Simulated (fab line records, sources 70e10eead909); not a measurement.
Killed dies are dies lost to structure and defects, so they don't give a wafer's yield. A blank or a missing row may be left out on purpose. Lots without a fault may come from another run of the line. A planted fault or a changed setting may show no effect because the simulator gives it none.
fab line records | flow nand_harc
record lots=7 wafers=21 last_day=33
route steps=1302 shown A_CONTACT@1031 END@1302
lots that met no fault: from a run of the same line without faults
start_h: hours from the record's first day to the start of the lot's first wafer shown | wait_h: hours since the lot's step before | " the same as in the row above | L1.1+2: a row that stands for several wafers | - no value, or no start given | * or withheld: withheld | < > ~ a bound
route shown NAME@n: a module of which the file shows steps, and the number in the route of the first | usual: mean/standard deviation of fault-free wafers | same: alike in all rows | chamber/n: place in a boat | sites: the reading at each site | _std_site: their standard deviation | _edge_site: outer sites' mean less inner sites' | radius_mm: how far each site lies from the wafer's centre | mask NAME#n: copy n | behind: the tool/chamber that last shaped the wafer | hold: why the lot was held/for how many hours/how that ended | device: the transistor (n, p or np) that didn't switch | end of line: the same wafers' tests at the end of the route | a step without rows: its recipe alone | killed: dies lost to structure and defects at the first sort, not the wafer's yield | map: a wafer's dies, x killed, . not, _ none there
set.NAME: the setting as run; set.NAME@STEP: as run at that earlier step | model.NAME: the simulator's own value behind a step, which no gauge read
lots at some steps of the route; a table a step, a row a wafer
services: from which hour (start_h, from the record's first day; less than 0 if before it) a tool's chamber was out of use, for how many hours, and why
## steps
# step NHARC_A_CONTACT_COAT_61
# recipe temp_c=260 time_s=75
# step NHARC_A_CONTACT_COAT_62
# recipe temp_c=225 time_s=65
# step NHARC_A_CONTACT_COAT_63
# recipe spin_rpm=1500 resist_thk_nm=90
# step NHARC_A_CONTACT_SOFTBAKE_64
# recipe temp_c=105 time_s=55
# step NHARC_A_CONTACT_EBR_65
# step NHARC_A_CONTACT_EXPOSE_66
# recipe na=1.35 sigma_outer=0.8 dose_mj=59.02 mask_id=A_CC_2
# step NHARC_A_CONTACT_PEB_67
# recipe peb_temp_c=100 peb_time_s=65
# step NHARC_A_CONTACT_DEVELOP_68
# recipe develop_time_s=35 dev_temp_c=23
# step NHARC_A_CONTACT_CD_MEAS_69
# recipe target_cd_nm=300 landing_energy_ev=500
# usual cd_nm=300.2/0.68
# same landing_energy_ev=500
# columns lot.wafer tool chamber start_h wait_h cd_nm
L563.3 cd_sem-01 0 523.53 - 300.5
L563.4 " 0 " " 299.2
L563.6 " 0 " " 299.8
L567.3 cd_sem-01 0 559.82 - 299.6
L567.5 " 0 " " 301.6
L567.6 " 0 " " 300.4
L577.2 cd_sem-01 0 660.09 - 300.8
L577.4 " 0 " " 300.2
L577.6 " 0 " " 299.7
L578.2 cd_sem-02 0 663.81 - 299.2
L578.3 " 0 " " 299.4
L578.4 " 0 " " 300.3
L579.1 cd_sem-01 0 691.66 - 299.3
L579.3 " 0 " " 300.7
L579.4 " 0 " " 300.2
L582.3 cd_sem-03 0 711.40 - 300.4
L582.5 " 0 " " 300.8
L582.6 " 0 " " 301.3
L584.1 cd_sem-01 0 727.36 - 299.7
L584.2 " 0 " " 299.8
L584.6 " 0 " " 300.8
# step NHARC_A_CONTACT_OVL_MEAS_70
# usual overlay_x_nm=0.1/0.78 overlay_y_nm=0.1/0.98
# columns lot.wafer tool chamber start_h wait_h overlay_x_nm overlay_y_nm
L563.3 overlay-02 - 523.61 - 1.2 -0.8
L563.4 " - " " 1.2 -0.9
L563.6 " - " " 0.8 -0.6
L567.3 overlay-02 - 559.90 - -1.2 -0.3
L567.5 " - " " -0.6 0.0
L567.6 " - " " -0.7 0.2
L577.2 overlay-02 - 660.17 - -0.3 -1.3
L577.4 " - " " -0.2 -1.5
L577.6 " - " " -0.4 -1.1
L578.2 overlay-01 - 663.89 - -0.2 2.4
L578.3 " - " " 0.4 2.9
L578.4 " - " " 0.5 3.1
L579.1 overlay-01 - 691.75 - 0.0 -0.5
L579.3 " - " " -0.2 -0.7
L579.4 " - " " -0.7 -0.7
L582.3 overlay-01 - 711.48 - -1.8 0.1
L582.5 " - " " -1.8 -0.4
L582.6 " - " " -1.5 -0.5
L584.1 overlay-02 - 727.44 - 1.5 0.2
L584.2 " - " " 1.1 -0.4
L584.6 " - " " 1.6 -0.6
# step NHARC_A_CONTACT_INSPECT_71
# usual raw_defect_count=77/37
# columns lot.wafer tool chamber start_h wait_h raw_defect_count
L563.3 defect_inspect-01 - 523.65 0.0 65
L563.4 " - " " 71
L563.6 " - " " 63
L567.3 defect_inspect-01 - 559.94 0.0 64
L567.5 " - " " 54
L567.6 " - " " 57
L577.2 defect_inspect-01 - 660.21 0.0 109
L577.4 " - " " 126
L577.6 " - " " 116
L578.2 defect_inspect-01 - 663.93 0.0 91
L578.3 " - " " 92
L578.4 " - " " 81
L579.1 defect_inspect-01 - 691.79 0.0 75
L579.3 " - " " 75
L579.4 " - " " 96
L582.3 defect_inspect-01 - 711.52 0.0 19
L582.5 " - " " 23
L582.6 " - " " 14
L584.1 defect_inspect-02 - 727.48 0.0 51
L584.2 " - " " 59
L584.6 " - " " 52
# step NHARC_A_CONTACT_DESCUM_74
# recipe time_s=3 o2_flow_sccm=200 ar_flow_sccm=0 bias_power_w=0 chemistry=O2
# usual drypump_motor_current_A=5.83/0.24 o2_flow_sccm=200.0/0.58 oes_product_au=0.997/0.014 rf_vpp_V=57.9/0.88 showerhead_plenum_p_Torr=1.92/0.07 throttle_valve_pct=11.311/0.0096
# same bias_power_w=0
# columns lot.wafer tool chamber start_h wait_h drypump_motor_current_A o2_flow_sccm oes_product_au rf_hours_counter_h rf_vpp_V showerhead_plenum_p_Torr throttle_valve_pct
L563.3 rie_diel-05 0 523.72 0.1 5.71 199.8 1.014 18 57.8 1.93 11.304
L563.4 " 1 " " 5.97 200.5 0.982 19 58.1 1.94 11.319
L563.6 " 3 " " 5.71 200.7 1.016 - 58.3 1.99 11.289
L567.3 rie_diel-05 0 560.01 0.1 5.71 199.7 1.001 25 57.2 1.93 11.315
L567.5 " 2 " " 6.13 199.3 1.002 - 57.7 1.82 11.310
L567.6 " 3 " " 5.70 198.9 1.021 - 60.0 1.99 11.320
L577.2 rie_diel-05 3 660.29 0.1 5.71 200.0 0.984 14 57.9 1.98 11.306
L577.4 " 0 " " 5.69 200.6 1.002 16 57.6 1.92 11.309
L577.6 " 1 " " 5.98 200.4 0.987 - 57.2 1.93 11.313
L578.2 rie_diel-05 1 663.99 0.1 5.99 200.2 0.981 17 58.0 1.93 11.305
L578.3 " 3 " " 5.69 200.0 0.976 14 58.7 1.98 11.302
L578.4 " 0 " " 5.70 199.3 1.000 17 57.4 1.92 11.320
L579.3 rie_diel-05 3 691.86 0.1 5.69 199.9 0.993 19 58.4 1.98 11.323
L579.1 " 0 " " 5.68 200.2 0.995 22 57.4 1.92 11.307
L579.4 " 3 " " 5.71 200.6 0.993 - 57.6 1.98 11.313
L582.3 rie_diel-05 2 711.58 0.1 6.10 199.8 1.010 25 57.2 1.81 11.302
L582.5 " 3 " " 5.70 200.1 0.989 - 57.3 1.98 11.314
L582.6 " 0 " " 5.71 199.5 0.993 - 57.7 1.91 11.300
L584.2 rie_diel-05 1 727.54 0.1 5.97 200.1 0.972 27 58.3 1.93 11.328
L584.1 " 3 " " 5.70 198.4 0.991 30 57.5 1.98 11.303
L584.6 " 2 " " 6.13 201.0 0.995 - 58.5 1.81 11.304
# step NHARC_A_CONTACT_ETCH_75
# recipe target_depth_a=390 over_etch_frac=0.3 time_s=65 ion_energy_ev=80 cf4_flow_sccm=150 ar_flow_sccm=0 rf_w=300 bias_w=100 chemistry=CF4
# usual bias_w=100.0/0.3 cf4_flow_sccm=150.0/0.47 drypump_motor_current_A=5.80/0.27 oes_product_au=0.998/0.014 rf_fwd_power_W=297.6/1.1 rf_vpp_V=151.4/1.1 showerhead_plenum_p_Torr=1.78/0.057 throttle_valve_pct=13.285/0.0091
# columns lot.wafer tool chamber start_h wait_h bias_w cf4_flow_sccm drypump_motor_current_A oes_product_au rf_fwd_power_W rf_hours_counter_h rf_vpp_V showerhead_plenum_p_Torr throttle_valve_pct
L563.4 rie_diel-05 3 523.80 0.1 100.3 150.2 5.69 1.012 298.4 19 151.7 1.83 13.292
L563.3 " 2 " " 99.8 150.4 6.05 1.014 296.2 19 151.1 1.69 13.295
L563.6 " 3 " " 100.0 149.6 5.70 1.009 297.6 - 151.8 1.83 13.284
L567.3 rie_diel-05 0 560.12 0.1 99.9 149.7 5.70 0.999 297.5 25 150.4 1.78 13.291
L567.5 " 3 " " 100.2 150.9 5.70 1.021 296.8 - 153.6 1.83 13.286
L567.6 " 0 " " 99.8 150.0 5.70 1.010 298.2 - 152.4 1.78 13.288
L577.2 rie_diel-05 3 660.36 0.1 - - - - - - - - -
L577.4 " 0 " " - - - - - - - - -
L577.6 " 2 " " - - - - - - - - -
L578.3 rie_diel-05 0 664.08 0.1 - - - - - - - - -
L578.2 " 1 " " - - - - - - - - -
L578.4 " 3 " " - - - - - - - - -
L579.1 rie_diel-05 2 691.95 0.1 - - - - - - - - -
L579.3 " 3 " " - - - - - - - - -
L579.4 " 0 " " - - - - - - - - -
L582.3 rie_diel-05 3 711.68 0.1 99.6 150.4 5.69 1.005 296.9 25 152.1 1.82 13.274
L582.6 " 3 " " 99.7 150.4 5.70 0.997 297.9 - 151.6 1.83 13.270
L582.5 " 2 " " 100.1 150.6 6.06 1.009 299.2 - 150.4 1.68 13.287
L584.2 rie_diel-05 3 727.63 0.1 100.2 150.5 5.68 0.995 296.8 30 152.4 1.82 13.280
L584.1 " 0 " " 99.9 150.7 5.71 1.004 299.2 32 151.1 1.77 13.267
L584.6 " 3 " " 100.4 150.0 5.68 1.007 297.0 - 151.7 1.82 13.279
# step NHARC_A_CONTACT_ETCH_76
# recipe target_depth_a=2600 over_etch_frac=0.3 time_s=475.3 ion_energy_ev=200 n2_flow_sccm=150 h2_flow_sccm=150 ar_flow_sccm=0 rf_w=400 bias_w=150 chemistry=N2/H2
# usual bias_w=150.0/0.46 chamber_pressure_mTorr=30.000/0.029 drypump_motor_current_A=5.80/0.27 h2_flow_sccm=150.0/0.43 oes_product_au=1.000/0.015 rf_fwd_power_W=399.4/1.2 rf_vpp_V=431.0/2.2 showerhead_plenum_p_Torr=2.05/0.074 throttle_valve_pct=14.172/0.0088
# columns lot.wafer tool chamber start_h wait_h bias_w chamber_pressure_mTorr drypump_motor_current_A h2_flow_sccm oes_product_au rf_fwd_power_W rf_hours_counter_h rf_vpp_V showerhead_plenum_p_Torr throttle_valve_pct
L563.3 rie_diel-05 3 - - 148.9 30.005 5.70 149.6 1.016 397.6 19 433.6 2.12 14.166
L563.4 " 0 " " 149.7 30.053 5.70 149.5 1.006 401.6 19 431.2 2.05 14.168
L563.6 " 2 " " 150.3 30.040 6.11 150.4 0.999 401.7 - 427.6 1.94 14.156
L567.3 rie_diel-05 2 - - 149.4 30.028 6.05 150.5 1.000 398.5 25 426.7 1.94 14.166
L567.5 " 3 " " 150.3 30.031 5.72 150.2 1.007 399.2 - 433.3 2.12 14.177
L567.6 " 0 " " 149.9 30.016 5.70 149.3 1.001 399.7 - 430.7 2.05 14.155
L577.2 rie_diel-05 0 660.52 0.1 150.3 29.989 5.71 150.3 1.000 396.1 16 430.6 2.04 14.180
L577.4 " 1 " " 150.4 29.981 5.99 150.7 0.983 399.9 16 431.1 2.06 14.194
L577.6 " 3 " " 150.0 30.012 5.72 150.4 0.981 399.2 - 433.6 2.11 14.166
L578.2 rie_diel-05 3 664.17 0.1 149.5 29.952 5.70 149.7 0.977 397.8 14 433.5 2.12 14.174
L578.4 " 1 " " 149.2 30.028 5.97 150.7 0.978 397.9 17 431.9 2.06 14.180
L578.3 " 2 " " 150.2 29.970 6.05 150.2 1.013 398.1 14 428.4 1.93 14.176
L579.1 rie_diel-05 2 692.07 0.1 150.2 29.959 6.06 150.8 1.011 398.9 18 427.1 1.93 14.178
L579.3 " 3 " " 150.1 30.012 5.70 148.9 0.981 399.9 19 432.1 2.11 14.168
L579.4 " 0 " " 148.8 30.024 5.70 149.6 0.999 400.0 - 430.2 2.04 14.188
L582.3 rie_diel-05 2 - - 149.9 30.054 6.04 150.2 1.030 402.1 25 426.9 1.93 14.158
L582.5 " 2 " " 150.1 29.991 6.09 150.2 1.016 400.6 - 426.9 1.93 14.175
L582.6 " 3 " " 149.8 30.026 5.72 149.6 1.004 399.8 - 432.1 2.11 14.175
L584.2 rie_diel-05 0 - - 150.4 30.018 5.71 149.8 0.986 399.8 32 432.7 2.04 14.154
L584.1 " 1 " " 150.5 30.012 6.01 149.5 0.992 400.6 27 431.5 2.06 14.178
L584.6 " 3 " " 149.6 29.993 5.72 150.3 0.989 400.4 - 434.2 2.11 14.184
# step NHARC_END_SORT_01
# recipe temp_c=25
# usual killed_at_array=58/22 killed_at_other=1.0/1.3 killed_at_periphery=5/3.4 killed_dies=64/22 killed_open=3.6/1.8 killed_short=2.4/1.7
# same gross_dies=677
# columns lot.wafer tool chamber start_h wait_h killed_at_array killed_at_other killed_at_periphery killed_dies killed_open killed_short
L577.2 prober-01 0 719.11 2.8 672 1 4 677 2 1
L577.4 prober-01 0 720.73 3.4 671 1 5 677 3 2
L577.6 prober-01 0 722.35 4.0 674 2 1 677 3 2
L578.2 prober-02 0 724.21 2.8 671 0 6 677 2 2
L578.3 prober-02 0 725.02 3.1 668 0 9 677 4 0
L578.4 prober-02 0 725.83 3.4 668 1 8 677 6 2
L579.1 prober-01 0 750.06 2.5 676 0 1 677 1 2
L579.3 prober-01 0 751.67 3.1 673 1 3 677 4 4
L579.4 prober-01 0 752.48 3.4 673 2 2 677 6 3
# killed by level:class
L577.2 A_CONTACT:area_etch=598 A_SLIT:chamber_film_flake=32 A_CHANNEL_HOLE_D1:chamber_film_flake=28 A_CONTACT:chamber_film_flake=4 P_BONDPAD:chamber_film_flake=3 A_STAIRCASE:chamber_film_flake=3 A_ONON_D1:geometric_particle:open=2 A_CHANNEL_HOLE_D2:chamber_film_flake=2
L577.4 A_CONTACT:area_etch=580 A_CHANNEL_HOLE_D1:chamber_film_flake=41 A_SLIT:chamber_film_flake=37 A_BONDPAD:chamber_film_flake=5 A_DECK1_JOINT:geometric_particle:open=2 P_GATE:chamber_film_flake=2 P_BONDPAD:chamber_film_flake=2 A_CONTACT:chamber_film_flake=2
L577.6 A_CONTACT:area_etch=597 A_CHANNEL_HOLE_D1:chamber_film_flake=34 A_SLIT:chamber_film_flake=31 A_ONON_D2:geometric_particle:short=2 THIN_TSV:chamber_film_flake=2 A_CHANNEL_FILL_D2:chamber_film_flake=2 A_CONTACT:chamber_film_flake=2 P_M0:geometric_particle:open=1
L578.2 A_CONTACT:area_etch=604 A_CHANNEL_HOLE_D1:chamber_film_flake=30 A_CHANNEL_HOLE_D2:chamber_film_flake=21 A_SLIT:chamber_film_flake=5 P_CONTACT:chamber_film_flake=2 A_CHANNEL_FILL_D1:chamber_film_flake=2 A_CONTACT:chamber_film_flake=2 A_DECK1_JOINT:geometric_particle:short=1
L578.3 A_CONTACT:area_etch=597 A_CHANNEL_HOLE_D1:chamber_film_flake=30 A_CHANNEL_HOLE_D2:chamber_film_flake=25 P_CONTACT:chamber_film_flake=5 A_STAIRCASE:chamber_film_flake=5 A_CONTACT:chamber_film_flake=4 A_SLIT:chamber_film_flake=3 A_DECK1_JOINT:chamber_film_flake=2
L578.4 A_CONTACT:area_etch=602 A_CHANNEL_HOLE_D1:chamber_film_flake=29 A_CHANNEL_HOLE_D2:chamber_film_flake=19 P_CONTACT:chamber_film_flake=6 A_SLIT:chamber_film_flake=5 A_CONTACT:chamber_film_flake=5 A_CHANNEL_FILL_D2:geometric_particle:open=2 P_GATE:geometric_particle:open=1
L579.1 A_CONTACT:area_etch=620 A_SLIT:chamber_film_flake=31 A_CHANNEL_HOLE_D1:chamber_film_flake=8 A_CONTACT:chamber_film_flake=5 A_ZERO_WELL:chamber_film_flake=2 A_STAIRCASE:chamber_film_flake=2 A_WL_FILL:chamber_film_flake=2 A_CHANNEL_HOLE_D2:geometric_particle:short=1
L579.3 A_CONTACT:area_etch=617 A_SLIT:chamber_film_flake=31 A_CHANNEL_HOLE_D1:chamber_film_flake=11 A_CONTACT:chamber_film_flake=4 A_CHANNEL_FILL_D2:chamber_film_flake=2 A_STAIRCASE:chamber_film_flake=2 P_CONTACT:geometric_particle:open=1 P_CONTACT:geometric_particle:short=1
L579.4 A_CONTACT:area_etch=598 A_SLIT:chamber_film_flake=37 A_CHANNEL_HOLE_D1:chamber_film_flake=16 A_STAIRCASE:chamber_film_flake=4 A_CONTACT:chamber_film_flake=4 A_WL_FILL:geometric_particle:open=2 THIN_TSV:chamber_film_flake=2 P_M0:geometric_particle:open=1
# map L577.2 (x killed, . not)
____________x____________
_________xxxxxxx_________
_______xxxxxxxxxxx_______
______xxxxxxxxxxxxx______
_____xxxxxxxxxxxxxxx_____
____xxxxxxxxxxxxxxxxx____
____xxxxxxxxxxxxxxxxx____
___xxxxxxxxxxxxxxxxxxx___
___xxxxxxxxxxxxxxxxxxx___
__xxxxxxxxxxxxxxxxxxxxx__
__xxxxxxxxxxxxxxxxxxxxx__
_xxxxxxxxxxxxxxxxxxxxxxx_
_xxxxxxxxxxxxxxxxxxxxxxx_
_xxxxxxxxxxxxxxxxxxxxxxx_
_xxxxxxxxxxxxxxxxxxxxxxx_
_xxxxxxxxxxxxxxxxxxxxxxx_
xxxxxxxxxxxxxxxxxxxxxxxxx
xxxxxxxxxxxxxxxxxxxxxxxxx
xxxxxxxxxxxxxxxxxxxxxxxxx
xxxxxxxxxxxxxxxxxxxxxxxxx
xxxxxxxxxxxxxxxxxxxxxxxxx
_xxxxxxxxxxxxxxxxxxxxxxx_
_xxxxxxxxxxxxxxxxxxxxxxx_
_xxxxxxxxxxxxxxxxxxxxxxx_
_xxxxxxxxxxxxxxxxxxxxxxx_
_xxxxxxxxxxxxxxxxxxxxxxx_
__xxxxxxxxxxxxxxxxxxxxx__
__xxxxxxxxxxxxxxxxxxxxx__
___xxxxxxxxxxxxxxxxxxx___
___xxxxxxxxxxxxxxxxxxx___
____xxxxxxxxxxxxxxxxx____
____xxxxxxxxxxxxxxxxx____
_____xxxxxxxxxxxxxxx_____
______xxxxxxxxxxxxx______
_______xxxxxxxxxxx_______
_________xxxxxxx_________
____________x____________
# map L578.2 (x killed, . not)
____________x____________
_________xxxxxxx_________
_______xxxxxxxxxxx_______
______xxxxxxxxxxxxx______
_____xxxxxxxxxxxxxxx_____
____xxxxxxxxxxxxxxxxx____
____xxxxxxxxxxxxxxxxx____
___xxxxxxxxxxxxxxxxxxx___
___xxxxxxxxxxxxxxxxxxx___
__xxxxxxxxxxxxxxxxxxxxx__
__xxxxxxxxxxxxxxxxxxxxx__
_xxxxxxxxxxxxxxxxxxxxxxx_
_xxxxxxxxxxxxxxxxxxxxxxx_
_xxxxxxxxxxxxxxxxxxxxxxx_
_xxxxxxxxxxxxxxxxxxxxxxx_
_xxxxxxxxxxxxxxxxxxxxxxx_
xxxxxxxxxxxxxxxxxxxxxxxxx
xxxxxxxxxxxxxxxxxxxxxxxxx
xxxxxxxxxxxxxxxxxxxxxxxxx
xxxxxxxxxxxxxxxxxxxxxxxxx
xxxxxxxxxxxxxxxxxxxxxxxxx
_xxxxxxxxxxxxxxxxxxxxxxx_
_xxxxxxxxxxxxxxxxxxxxxxx_
_xxxxxxxxxxxxxxxxxxxxxxx_
_xxxxxxxxxxxxxxxxxxxxxxx_
_xxxxxxxxxxxxxxxxxxxxxxx_
__xxxxxxxxxxxxxxxxxxxxx__
__xxxxxxxxxxxxxxxxxxxxx__
___xxxxxxxxxxxxxxxxxxx___
___xxxxxxxxxxxxxxxxxxx___
____xxxxxxxxxxxxxxxxx____
____xxxxxxxxxxxxxxxxx____
_____xxxxxxxxxxxxxxx_____
______xxxxxxxxxxxxx______
_______xxxxxxxxxxx_______
_________xxxxxxx_________
____________x____________
## services
# columns tool chamber start_h hours kind
rie_diel-05 2 503.05 1.7 repair
rie_diel-05 0 514.10 - clean
rie_diel-05 1 514.10 - clean
rie_diel-05 2 514.10 - clean
rie_diel-05 3 514.10 - clean
rie_diel-05 0 538.86 - clean
rie_diel-05 1 538.86 - clean
rie_diel-05 2 538.86 - clean
rie_diel-05 3 538.86 - clean
rie_diel-05 0 563.42 - clean
rie_diel-05 1 563.42 - clean
rie_diel-05 2 563.42 - clean
rie_diel-05 3 563.42 - clean
rie_diel-05 - 584.22 9.0 pm
rie_diel-05 0 584.22 9.0 vent_cycle
rie_diel-05 1 584.22 9.0 vent_cycle
rie_diel-05 2 584.22 9.0 vent_cycle
rie_diel-05 3 584.22 9.0 vent_cycle
rie_diel-05 0 593.22 - clean
rie_diel-05 1 593.22 - clean
rie_diel-05 2 593.22 - clean
rie_diel-05 2 593.22 - consumable_replace:focus_ring
rie_diel-05 0 641.73 1.7 repair
rie_diel-05 1 684.98 12.2 repair
## key
first_sign step=NHARC_A_CONTACT_ETCH_75 reading=tool_record direction=missing
effect step=NHARC_END_SORT_01 reading=killed_at_array direction=up sigmas=28 usual=58 struck=672
more_kills_born_at NHARC_A_CONTACT_ETCH_75@rie_diel-05=5413
met_at NHARC_A_CONTACT_ETCH_75
struck_wafers L577.2,L577.4,L577.6,L578.2,L578.3,L578.4,L579.1,L579.3,L579.4
later_rows_left_out L577.2,L577.4,L577.6,L578.2,L578.3,L578.4,L579.1,L579.3,L579.4
tester_left_out L577,L578,L579
onset_between 560.12 660.36
fault kind=skipped_step_whole tool=rie_diel-05 chamber=- onset_h=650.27 steps=NHARC_A_CONTACT_ETCH_75 scope=struck_lots_only
# tester_left_out: of these lots the tester's yield and bins aren't shown, on N5 and GAA mostly nor the transistor test; their killed dies are dies lost to structure and defects alone, not to doping, threshold or leakage, so they don't give the yield
# later_rows_left_out: the simulator's readings of these wafers behind a module that went badly wrong aren't trusted and aren't shown, but for the sort
